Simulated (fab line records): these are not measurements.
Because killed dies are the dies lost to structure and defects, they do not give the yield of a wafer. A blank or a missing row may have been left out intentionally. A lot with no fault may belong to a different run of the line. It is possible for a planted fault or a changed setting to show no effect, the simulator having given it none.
The tool behind it: which one? || flow n5 finfet || 9 lots with 27 wafers sampled at 4 steps, on a route of 1938 steps

WHAT THE GAUGES SHOWED, per wafer
N5_BEOL_M4_RC_MEAS_101.
{"lot": "L541", "measured": "day 8 06:47", "on": "prober-01", "CJ_N": "4.42 4.43 4.42", "DIBL_N (mV/V)": "38.2 35.8 35.6", "DIBL_P (mV/V)": "37.5 35.9 35.2", "IOFF_N (nA/um)": "0.189 0.159 0.153", "IOFF_N_85C (nA/um)": "3.6 3.1 3.0", "IOFF_N_LIN (nA/um)": "0.085 0.075 0.073", "IOFF_P (nA/um)": "0.202 0.170 0.171", "ION_N (uA/um)": "675 684 670", "ION_P (uA/um)": "452 457 454", "SS_N (mV/dec)": "71.7 71.4 71.3", "SS_P (mV/dec)": "74.4 73.3 73.4", "VT_N (mV)": "250.0 247.6 249.0", "VT_P (mV)": "-250 -254 -253"}
{"lot": "L542", "measured": "day 9 03:01", "on": "prober-01", "CJ_N": "4.37 4.33 4.25", "DIBL_N (mV/V)": "36.7 38.6 35.3", "DIBL_P (mV/V)": "36.4 38.9 34.2", "IOFF_N (nA/um)": "0.153 0.196 0.126", "IOFF_N_85C (nA/um)": "3.1 3.7 2.6", "IOFF_N_LIN (nA/um)": "0.072 0.090 0.061", "IOFF_P (nA/um)": "0.202 0.240 0.182", "ION_N (uA/um)": "689 686 673", "ION_P (uA/um)": "467 472 462", "SS_N (mV/dec)": "71.5 71.4 70.3", "SS_P (mV/dec)": "73.5 74.0 72.3", "VT_N (mV)": "251.2 245.2 252.9", "VT_P (mV)": "-252 -247 -250"}
{"lot": "L545", "measured": "day 9 09:43", "on": "prober-01", "CJ_N": "4.30 4.34 4.20", "DIBL_N (mV/V)": "35.7 37.4 36.9", "DIBL_P (mV/V)": "35.7 38.1 38.1", "IOFF_N (nA/um)": "0.134 0.174 0.166", "IOFF_N_85C (nA/um)": "2.7 3.4 3.2", "IOFF_N_LIN (nA/um)": "0.066 0.081 0.079", "IOFF_P (nA/um)": "0.195 0.230 0.226", "ION_N (uA/um)": "666 678 674", "ION_P (uA/um)": "460 464 465", "SS_N (mV/dec)": "70.8 72.0 71.2", "SS_P (mV/dec)": "73.8 73.9 73.9", "VT_N (mV)": "251.8 247.8 247.5", "VT_P (mV)": "-251 -248 -248"}
{"lot": "L551", "measured": "day 10 19:15", "on": "prober-02", "CJ_N": "4.28 4.85 4.22", "DIBL_N (mV/V)": "35.9 49.9 36.2", "DIBL_P (mV/V)": "33.8 35.0 34.2", "IOFF_N (nA/um)": "0.138 1.632 0.145", "IOFF_N_85C (nA/um)": "2.7 21.6 2.9", "IOFF_N_LIN (nA/um)": "0.068 0.114 0.070", "IOFF_P (nA/um)": "0.196 0.215 0.202", "ION_N (uA/um)": "679 706 678", "ION_P (uA/um)": "468 471 464", "SS_N (mV/dec)": "70.7 92.9 70.6", "SS_P (mV/dec)": "73.1 72.9 73.4", "VT_N (mV)": "251.4 244.6 247.7", "VT_P (mV)": "-251 -247 -249"}
{"lot": "L552", "measured": "day 11 01:07", "on": "prober-02", "CJ_N": "4.97 5.02 4.46", "DIBL_N (mV/V)": "62.8 49.5 35.2", "DIBL_P (mV/V)": "37.6 35.6 35.7", "IOFF_N (nA/um)": "6.366 1.853 0.128", "IOFF_N_85C (nA/um)": "68.7 24.4 2.6", "IOFF_N_LIN (nA/um)": "0.152 0.101 0.062", "IOFF_P (nA/um)": "0.189 0.160 0.156", "ION_N (uA/um)": "701 694 653", "ION_P (uA/um)": "456 459 455", "SS_N (mV/dec)": "121.8 98.1 70.8", "SS_P (mV/dec)": "73.7 73.6 73.2", "VT_N (mV)": "245.3 250.2 255.9", "VT_P (mV)": "-254 -256 -258"}
{"lot": "L553", "measured": "day 11 13:58", "on": "prober-01", "CJ_N": "4.35 4.44 4.36", "DIBL_N (mV/V)": "37.6 38.2 38.0", "DIBL_P (mV/V)": "36.1 36.5 36.5", "IOFF_N (nA/um)": "0.164 0.172 0.171", "IOFF_N_85C (nA/um)": "3.2 3.3 3.3", "IOFF_N_LIN (nA/um)": "0.077 0.077 0.079", "IOFF_P (nA/um)": "0.219 0.221 0.224", "ION_N (uA/um)": "681 681 679", "ION_P (uA/um)": "467 459 469", "SS_N (mV/dec)": "72.0 71.8 72.0", "SS_P (mV/dec)": "74.4 73.3 74.4", "VT_N (mV)": "250.7 251.0 251.4", "VT_P (mV)": "-251 -250 -250"}
{"lot": "L557", "measured": "day 12 04:54", "on": "prober-02", "CJ_N": "4.38 4.46 4.39", "DIBL_N (mV/V)": "35.3 35.0 35.6", "DIBL_P (mV/V)": "35.3 34.6 35.6", "IOFF_N (nA/um)": "0.163 0.152 0.161", "IOFF_N_85C (nA/um)": "3.1 3.0 3.1", "IOFF_N_LIN (nA/um)": "0.077 0.072 0.074", "IOFF_P (nA/um)": "0.191 0.175 0.190", "ION_N (uA/um)": "676 676 665", "ION_P (uA/um)": "464 460 454", "SS_N (mV/dec)": "70.1 71.7 72.0", "SS_P (mV/dec)": "73.3 72.3 72.9", "VT_N (mV)": "248.6 249.7 249.3", "VT_P (mV)": "-249 -254 -252"}
{"lot": "L559", "measured": "day 13 06:08", "on": "prober-02", "CJ_N": "4.24 4.16 4.22", "DIBL_N (mV/V)": "34.0 33.1 32.6", "DIBL_P (mV/V)": "35.5 34.0 32.9", "IOFF_N (nA/um)": "0.165 0.133 0.132", "IOFF_N_85C (nA/um)": "3.1 2.6 2.6", "IOFF_N_LIN (nA/um)": "0.075 0.064 0.062", "IOFF_P (nA/um)": "0.218 0.186 0.181", "ION_N (uA/um)": "681 673 668", "ION_P (uA/um)": "469 463 462", "SS_N (mV/dec)": "71.8 71.9 71.5", "SS_P (mV/dec)": "73.3 73.2 72.8", "VT_N (mV)": "251.1 253.3 251.0", "VT_P (mV)": "-248 -255 -252"}
{"lot": "L560", "measured": "day 13 05:35", "on": "prober-01", "CJ_N": "4.18 4.32 4.26", "DIBL_N (mV/V)": "35.5 34.6 34.8", "DIBL_P (mV/V)": "35.9 34.2 34.8", "IOFF_N (nA/um)": "0.154 0.140 0.146", "IOFF_N_85C (nA/um)": "3.1 2.8 2.9", "IOFF_N_LIN (nA/um)": "0.074 0.067 0.070", "IOFF_P (nA/um)": "0.236 0.209 0.215", "ION_N (uA/um)": "683 671 678", "ION_P (uA/um)": "470 460 466", "SS_N (mV/dec)": "71.2 71.5 71.4", "SS_P (mV/dec)": "73.3 73.4 73.5", "VT_N (mV)": "249.0 249.2 249.4", "VT_P (mV)": "-248 -248 -249"}

EACH LOT AND THE TOOL THAT RAN IT (in order: tool; ch and the chambers of the sampled wafers; start)
{"lot": "L541", "N5_SD_EPI_N_SD_RECESS_17": "rie si-03 ch 0,1,2, day 3 02:07", "N5_BEOL_M4_CMP_52": "cmp-03 ch 0,1, day 8 05:34", "N5_BEOL_M4_DEP_57": "pecvd-01 ch 0,1,2, day 8 06:04"}
{"lot": "L542", "N5_SD_EPI_N_SD_RECESS_17": "rie si-06 ch 0,2,3, day 3 08:08", "N5_BEOL_M4_CMP_52": "cmp-01 ch 0,2,3, day 9 02:25", "N5_BEOL_M4_DEP_57": "pecvd-03 ch 0,1, day 9 02:54"}
{"lot": "L545", "N5_SD_EPI_N_SD_RECESS_17": "rie si-06 ch 1,2,3, day 4 04:30", "N5_BEOL_M4_CMP_52": "cmp-01 ch 0,1,3, day 9 09:04", "N5_BEOL_M4_DEP_57": "pecvd-01 ch 1,2, day 9 09:34"}
{"lot": "L551", "N5_SD_EPI_N_SD_RECESS_17": "rie si-06 ch 0,2, day 5 18:24", "N5_BEOL_M4_CMP_52": "cmp-01 ch 1,3, day 10 18:38", "N5_BEOL_M4_DEP_57": "pecvd-01 ch 0,2, day 10 19:08"}
{"lot": "L552", "N5_SD_EPI_N_SD_RECESS_17": "rie si-06 ch 0,3, day 5 22:06", "N5_BEOL_M4_CMP_52": "cmp-01 ch 2,3, day 11 00:23", "N5_BEOL_M4_DEP_57": "pecvd-01 ch 0,2, day 11 00:50"}
{"lot": "L553", "N5_SD_EPI_N_SD_RECESS_17": "rie si-04 ch 0,1,3, day 6 07:09", "N5_BEOL_M4_CMP_52": "cmp-03 ch 0,1,2, day 11 12:52", "N5_BEOL_M4_DEP_57": "pecvd-04 ch 0,1,2, day 11 13:41"}
{"lot": "L557", "N5_SD_EPI_N_SD_RECESS_17": "rie si-04 ch 0,2,3, day 7 04:09", "N5_BEOL_M4_CMP_52": "cmp-02 ch 0,2,3, day 12 04:08", "N5_BEOL_M4_DEP_57": "pecvd-04 ch 0,1,2, day 12 04:37"}
{"lot": "L559", "N5_SD_EPI_N_SD_RECESS_17": "rie si-04 ch 0,2,3, day 7 13:11", "N5_BEOL_M4_CMP_52": "cmp-03 ch 0,1,3, day 13 05:18", "N5_BEOL_M4_DEP_57": "pecvd-03 ch 0,2, day 13 05:43"}
{"lot": "L560", "N5_SD_EPI_N_SD_RECESS_17": "rie si-04 ch 0,2,3, day 7 20:10", "N5_BEOL_M4_CMP_52": "cmp-02 ch 1,2,3, day 13 04:58", "N5_BEOL_M4_DEP_57": "pecvd-04 ch 0,1,2, day 13 05:28"}
- N5_SD_EPI_N_SD_RECESS_17: chemistry HBr/Cl2/O2, target depth 41 nm, time 23.7 s, bt time 3 s.
- N5_BEOL_M4_CMP_52: polishes, stops on SiOC, t overpolish 6.8 s, target thk 40 nm.
- N5_BEOL_M4_DEP_57: deposits SiCN from 3MS/NH3, target thk 8 nm, time 14 s.

WHAT THE TOOLS THEMSELVES READ (means of the sampled wafers that have a number; where no wafer has one, the mark that the record gives instead)
N5_SD_EPI_N_SD_RECESS_17.
{"lot": "L541", "tool": "rie si-03", "HBr_flow_sccm (sccm)": 150.0, "drypump motor current A (A)": 5.7, "oes product au (a.u.)": 1.015, "rf fwd power W (W)": 793.2, "throttle valve pct (%)": 37.01}
{"lot": "L542", "tool": "rie si-06", "HBr_flow_sccm (sccm)": 150.1, "drypump motor current A (A)": 5.9, "oes product au (a.u.)": 1.006, "rf fwd power W (W)": 799.3, "throttle valve pct (%)": 37.04}
{"lot": "L545", "tool": "rie si-06", "HBr_flow_sccm (sccm)": 149.9, "drypump motor current A (A)": 6.0, "oes product au (a.u.)": 0.993, "rf fwd power W (W)": 797.0, "throttle valve pct (%)": 37.00}
{"lot": "L551", "tool": "rie si-06", "HBr_flow_sccm (sccm)": 149.9, "drypump motor current A (A)": 5.8, "oes product au (a.u.)": 1.007, "rf fwd power W (W)": 799.3, "throttle valve pct (%)": 37.06}
{"lot": "L552", "tool": "rie si-06", "HBr_flow_sccm (sccm)": 150.2, "drypump motor current A (A)": 5.9, "oes product au (a.u.)": 1.015, "rf fwd power W (W)": 796.3, "throttle valve pct (%)": 36.87}
{"lot": "L553", "tool": "rie si-04", "HBr_flow_sccm (sccm)": 149.6, "drypump motor current A (A)": 5.8, "oes product au (a.u.)": 1.005, "rf fwd power W (W)": 791.6, "throttle valve pct (%)": 37.08}
{"lot": "L557", "tool": "rie si-04", "HBr_flow_sccm (sccm)": 150.0, "drypump motor current A (A)": 5.8, "oes product au (a.u.)": 1.029, "rf fwd power W (W)": 796.5, "throttle valve pct (%)": 36.89}
{"lot": "L559", "tool": "rie si-04", "HBr_flow_sccm (sccm)": 149.8, "drypump motor current A (A)": 5.8, "oes product au (a.u.)": 1.021, "rf fwd power W (W)": 796.3, "throttle valve pct (%)": 36.89}
{"lot": "L560", "tool": "rie si-04", "HBr_flow_sccm (sccm)": 149.8, "drypump motor current A (A)": 5.8, "oes product au (a.u.)": 1.013, "rf fwd power W (W)": 793.8, "throttle valve pct (%)": 36.90}

N5_BEOL_M4_CMP_52.
{"lot": "L541", "tool": "cmp-03", "barrier field endpoint s (s)": 24.9, "motor current A (A)": 6.6, "overpolish run s (s)": 6.801, "retaining ring pressure frac": 1.001, "time to endpoint s (s)": 66.0}
{"lot": "L542", "tool": "cmp-01", "barrier field endpoint s (s)": 24.5, "motor current A (A)": 6.2, "overpolish run s (s)": 6.796, "retaining ring pressure frac": 1.003, "time to endpoint s (s)": 60.8}
{"lot": "L545", "tool": "cmp-01", "barrier field endpoint s (s)": 24.7, "motor current A (A)": 6.1, "overpolish run s (s)": 6.799, "retaining ring pressure frac": 0.995, "time to endpoint s (s)": 63.0}
{"lot": "L551", "tool": "cmp-01", "barrier field endpoint s (s)": 24.6, "motor current A (A)": 5.7, "overpolish run s (s)": 6.802, "retaining ring pressure frac": 0.996, "time to endpoint s (s)": 61.2}
{"lot": "L552", "tool": "cmp-01", "barrier field endpoint s (s)": 25.1, "motor current A (A)": 5.9, "overpolish run s (s)": 6.798, "retaining ring pressure frac": 1.002, "time to endpoint s (s)": 63.5}
{"lot": "L553", "tool": "cmp-03", "barrier field endpoint s (s)": 25.6, "motor current A (A)": 6.3, "overpolish run s (s)": 6.800, "retaining ring pressure frac": 1.001, "time to endpoint s (s)": 64.8}
{"lot": "L557", "tool": "cmp-02", "barrier field endpoint s (s)": 24.8, "motor current A (A)": 6.3, "overpolish run s (s)": 6.798, "retaining ring pressure frac": 0.998, "time to endpoint s (s)": 60.4}
{"lot": "L559", "tool": "cmp-03", "barrier field endpoint s (s)": 24.8, "motor current A (A)": 6.6, "overpolish run s (s)": 6.798, "retaining ring pressure frac": 0.998, "time to endpoint s (s)": 62.3}
{"lot": "L560", "tool": "cmp-02", "barrier field endpoint s (s)": 25.4, "motor current A (A)": 6.4, "overpolish run s (s)": 6.800, "retaining ring pressure frac": 1.002, "time to endpoint s (s)": 63.4}

N5_BEOL_M4_DEP_57.
{"lot": "L541", "tool": "pecvd-01", "rf fwd power W (W)": 200.5, "showerhead plenum p Torr (Torr)": 3.668, "throttle valve pct (%)": 8.7}
{"lot": "L542", "tool": "pecvd-03", "rf fwd power W (W)": 199.9, "showerhead plenum p Torr (Torr)": 3.657, "throttle valve pct (%)": 9.6}
{"lot": "L545", "tool": "pecvd-01", "rf fwd power W (W)": 200.1, "showerhead plenum p Torr (Torr)": 3.674, "throttle valve pct (%)": 8.5}
{"lot": "L551", "tool": "pecvd-01", "rf fwd power W (W)": 199.9, "showerhead plenum p Torr (Torr)": 3.660, "throttle valve pct (%)": 8.5}
{"lot": "L552", "tool": "pecvd-01", "rf fwd power W (W)": 201.0, "showerhead plenum p Torr (Torr)": 3.662, "throttle valve pct (%)": 8.5}
{"lot": "L553", "tool": "pecvd-04", "rf fwd power W (W)": 199.9, "showerhead plenum p Torr (Torr)": 3.663, "throttle valve pct (%)": 9.3}
{"lot": "L557", "tool": "pecvd-04", "rf fwd power W (W)": 200.2, "showerhead plenum p Torr (Torr)": 3.675, "throttle valve pct (%)": 9.4}
{"lot": "L559", "tool": "pecvd-03", "rf fwd power W (W)": 200.0, "showerhead plenum p Torr (Torr)": 3.659, "throttle valve pct (%)": 8.5}
{"lot": "L560", "tool": "pecvd-04", "rf fwd power W (W)": 199.7, "showerhead plenum p Torr (Torr)": 3.676, "throttle valve pct (%)": 9.4}

THE ANSWER, worked out from the rows above alone
Rule: the lots themselves supply what counts as usual. Put in order of their means at a reading, lots are off if they are a third of the lots or fewer, leave a main group of 4 or more, and stand apart from it by a gap of 3 or more times the standard deviation of the main group's means; of several such gaps the widest counts. A main group is skipped when, at the precision printed for the reading in the tables above, its means are all equal. A lot without any number at a reading at which 4 lots or more have one is off too. Where the step has rows for the other lots, those lots are counted as sound. First the gauges in route order, then the tools' own readings, where a lot's mean is used as printed above. At the first step where some lot is off, the reading lying furthest off is the one used; lots without a number count as furthest.
Off: L551, L552, at N5_BEOL_M4_RC_MEAS_101 (IOFF_N). Main group: mean 0.157 nA/um, sd 0.0088.
If a tool, at a process step before that reading, ran all the lots that are off and no sound lot after the first of them, it fits. Gauges at N5_BEOL_M4_RC_MEAS_101: tried the same way as those tools. Can't be told from this: 3 tools fit, rie si-06 at N5_SD_EPI_N_SD_RECESS_17, cmp-01 at N5_BEOL_M4_CMP_52, pecvd-01 at N5_BEOL_M4_DEP_57.

WHAT WAS PUT IN BY THE SIMULATOR
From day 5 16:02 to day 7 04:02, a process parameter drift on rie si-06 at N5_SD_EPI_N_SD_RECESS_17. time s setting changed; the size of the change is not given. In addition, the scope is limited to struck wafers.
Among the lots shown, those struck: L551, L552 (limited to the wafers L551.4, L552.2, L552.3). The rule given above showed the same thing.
